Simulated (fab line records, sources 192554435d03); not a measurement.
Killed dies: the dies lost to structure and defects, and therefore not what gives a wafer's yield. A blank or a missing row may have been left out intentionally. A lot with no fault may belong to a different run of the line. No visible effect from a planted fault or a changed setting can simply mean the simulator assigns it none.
Split-lot study / flow n5-finfet / route with 1938 steps; 7 lots, 21 wafers read

== SPLIT DETAILS ==
At N5_BEOL_M14_PEB_08 (peb time 90 s), the setting peb-temp-c was moved away from the recipe's 130 C on 9 of the 21 wafers read, by -1.2% to +2.8%. For the rest of the wafers, this setting stayed at what the recipe calls for.

== FROM THE SPLIT TO THE READING: what the file shows between them, 8 steps ==
- N5_BEOL_M14_DEVELOP_09: develop time 45 s
- N5_BEOL_M14_HARDBAKE_14: time 120 s
- N5_BEOL_M14_CD_MEAS_10: target cd 250 nm
- N5_BEOL_M14_ETCH_59: etches BARC in N2/H2, target depth 89 nm, overetch 26.7 nm, time 67.9 s (also split here: time-s)
- N5_BEOL_M14_VIA_ETCH_16: etches SiO2 in C4F8/O2/Ar, target depth 1231.3 nm
- N5_BEOL_M14_STRIP_63: strips in O2
- N5_BEOL_M14_STRIP_71: strips in post etch residue remover, time 60 s
- N5_BEOL_M14_SRD_72: time 30 s, dry time 30 s

== THE READING ==
At N5_BEOL_M14_CD_MEAS_17: cd-nm in nanometres, against a target cd of 250 nm. On this fab line, fault-free wafers typically give 250.4 nm with a standard deviation of 1.6 nm.

wafer=L075.1; tool, chamber at the split=litho-track-03, 0; peb-temp-c as run, C=130; against the recipe=recipe; cd-nm, nm=251.7; against lot-mates on the recipe=-
wafer=L075.4; tool, chamber at the split=litho-track-03, 0; peb-temp-c as run, C=130; against the recipe=recipe; cd-nm, nm=251.5; against lot-mates on the recipe=-
wafer=L075.6; tool, chamber at the split=litho-track-03, 0; peb-temp-c as run, C=130; against the recipe=recipe; cd-nm, nm=250.0; against lot-mates on the recipe=-
wafer=L079.1; tool, chamber at the split=litho-track-04, 0; peb-temp-c as run, C=130; against the recipe=recipe; cd-nm, nm=245.3; against lot-mates on the recipe=-
wafer=L079.2; tool, chamber at the split=litho-track-04, 0; peb-temp-c as run, C=130; against the recipe=recipe; cd-nm, nm=245.9; against lot-mates on the recipe=-
wafer=L079.5; tool, chamber at the split=litho-track-04, 0; peb-temp-c as run, C=130; against the recipe=recipe; cd-nm, nm=247.1; against lot-mates on the recipe=-
wafer=L084.3; tool, chamber at the split=litho-track-04, 0; peb-temp-c as run, C=132.1; against the recipe=+1.6%; cd-nm, nm=255.4; against lot-mates on the recipe=+7.8
wafer=L084.4; tool, chamber at the split=litho-track-04, 0; peb-temp-c as run, C=130; against the recipe=recipe; cd-nm, nm=246.9; against lot-mates on the recipe=-
wafer=L084.6; tool, chamber at the split=litho-track-04, 0; peb-temp-c as run, C=130; against the recipe=recipe; cd-nm, nm=248.3; against lot-mates on the recipe=-
wafer=L086.2; tool, chamber at the split=litho-track-04, 0; peb-temp-c as run, C=133.7; against the recipe=+2.8%; cd-nm, nm=266.5; against lot-mates on the recipe=+15.0
wafer=L086.3; tool, chamber at the split=litho-track-04, 0; peb-temp-c as run, C=130; against the recipe=recipe; cd-nm, nm=251.5; against lot-mates on the recipe=-
wafer=L086.5; tool, chamber at the split=litho-track-04, 0; peb-temp-c as run, C=133.7; against the recipe=+2.8%; cd-nm, nm=266.2; against lot-mates on the recipe=+14.7
wafer=L085.2; tool, chamber at the split=litho-track-03, 0; peb-temp-c as run, C=128.9; against the recipe=-0.8%; cd-nm, nm=245.1; against lot-mates on the recipe=no lot-mate on the recipe
wafer=L085.5; tool, chamber at the split=litho-track-03, 0; peb-temp-c as run, C=128.9; against the recipe=-0.8%; cd-nm, nm=247.8; against lot-mates on the recipe=no lot-mate on the recipe
wafer=L085.6; tool, chamber at the split=litho-track-03, 0; peb-temp-c as run, C=128.9; against the recipe=-0.8%; cd-nm, nm=245.5; against lot-mates on the recipe=no lot-mate on the recipe
wafer=L088.2; tool, chamber at the split=litho-track-04, 0; peb-temp-c as run, C=128.4; against the recipe=-1.2%; cd-nm, nm=244.9; against lot-mates on the recipe=no lot-mate on the recipe
wafer=L088.3; tool, chamber at the split=litho-track-04, 0; peb-temp-c as run, C=128.4; against the recipe=-1.2%; cd-nm, nm=244.8; against lot-mates on the recipe=no lot-mate on the recipe
wafer=L088.4; tool, chamber at the split=litho-track-04, 0; peb-temp-c as run, C=128.4; against the recipe=-1.2%; cd-nm, nm=242.7; against lot-mates on the recipe=no lot-mate on the recipe
wafer=L090.2; tool, chamber at the split=litho-track-04, 0; peb-temp-c as run, C=130; against the recipe=recipe; cd-nm, nm=252.2; against lot-mates on the recipe=-
wafer=L090.4; tool, chamber at the split=litho-track-04, 0; peb-temp-c as run, C=130; against the recipe=recipe; cd-nm, nm=255.0; against lot-mates on the recipe=-
wafer=L090.6; tool, chamber at the split=litho-track-04, 0; peb-temp-c as run, C=130; against the recipe=recipe; cd-nm, nm=252.6; against lot-mates on the recipe=-

THE FIT
A straight line over all 21 wafers: cd-nm changes by +5.22 nm for each +1% of peb-temp-c; r = +0.92; the points scatter about the line by 2.6 nm.
The same after taking each lot's own level away (the mean of its wafers on the recipe; 15 wafers): +5.17 nm for each +1%; r = +0.99; scatter 0.85 nm.
According to that fit, moving peb-temp-c by its largest amount changes the reading by 15 nm.
The lots' own levels span 246.10 to 253.27 nm, that is 4.5 times the standard deviation above.
The two slopes agree, so the slope changes little with the lot-to-lot level.
Check: +14.5 nm against its lot-mates is what the line predicts for one of the wafers moved furthest among these (+2.8%) when that wafer is left out of the fit. It came out at +15 nm against them.

== ADDITIONAL SPLITS CARRIED BY THESE WAFERS ==
Other splits were also applied to these wafers ahead of the reading. Each is held against what the fit with the lots' levels taken away leaves over:
other split on the same wafers=N5_BEOL_M10_COAT_22 spin-rpm; wafers away from the commonest value=8; r with cd-nm (lot level and that fit taken away)=-0.06
other split on the same wafers=N5_BEOL_M11_EXPOSE_25 dose-mj; wafers away from the commonest value=8; r with cd-nm (lot level and that fit taken away)=-0.21
other split on the same wafers=N5_BEOL_M11_ETCH_66 time-s; wafers away from the commonest value=7; r with cd-nm (lot level and that fit taken away)=-0.22
other split on the same wafers=N5_BEOL_M13_COAT_65 spin-rpm; wafers away from the commonest value=3; r with cd-nm (lot level and that fit taken away)=+0.23
other split on the same wafers=N5_BEOL_M14_ETCH_59 time-s; wafers away from the commonest value=6; r with cd-nm (lot level and that fit taken away)=-0.01

== THE WHOLE CHAIN: every reading that the file lists as answering this split, in the file's order ==
step=N5_BEOL_M14_CD_MEAS_10; what it does=target cd 250 nm; reading=cd-nm; change (the file's fit)=+5.22 nm for each +1% of the setting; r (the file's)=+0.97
step=N5_BEOL_M14_CD_MEAS_17; what it does=target cd 250 nm; reading=cd-nm; change (the file's fit)=+5.13 nm for each +1% of the setting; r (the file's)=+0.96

== THE FILE'S OWN FIT ==
cd-nm changes by +5.13 nm for each +1% of peb-temp-c, r = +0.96.
